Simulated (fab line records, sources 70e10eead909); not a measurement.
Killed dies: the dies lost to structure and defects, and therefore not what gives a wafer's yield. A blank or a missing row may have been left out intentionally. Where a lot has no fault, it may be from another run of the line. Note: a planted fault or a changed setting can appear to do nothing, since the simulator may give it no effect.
Chamber matching    flow nand harc    4 sister chambers for NHARC_P_BONDPAD_ETCH_37 on rie diel-10
The step etches the open film in N2/H2, target depth 60 nm, overetch 18 nm, time 65.91 s. 4 wafers are shown with their chamber, then 7 later ones without.

WAFERS, EACH WITH ITS CHAMBER
wafer   chamber  showerhead plenum p Torr (Torr)
L733.6  1        2.06
L735.3  0        1.92
L736.1  3        2.07
L736.3  2        2.00

WAFERS MISSING THEIR CHAMBER
wafer   showerhead plenum p Torr (Torr)
L736.4  2.00
L743.1  1.92
L743.4  2.05
L743.6  2.05
L745.2  2.05
L745.4  2.07
L745.5  1.99

WHICH CHAMBER EACH ONE RAN IN
wafer   from the rows above      in truth
L736.4  2                        2
L743.1  0                        0
L743.4  can't be placed: 1 or 3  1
L743.6  can't be placed: 1 or 3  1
L745.2  can't be placed: 1 or 3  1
L745.4  can't be placed: 3 or 1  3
L745.5  2                        2
Placed correctly: 3 of 7. From these rows, 4 cannot be placed; in 4 the true chamber is one of the candidates. Placed wrongly: 0.
How it was worked out, from the rows above alone: a wafer's distance from a chamber is the root of the sum, over the readings, of the square of ((its reading less the chamber's mean) divided by the reading's scatter). If the next closest chamber is less than 2 further off than the closest, the wafer can't be placed; otherwise it belongs to the closest. Each chamber's mean is taken over the wafers shown for it. The scatter (one wafer shown for each chamber): square how far every hidden wafer sits from the nearest shown wafer, average those squares and take the square root.
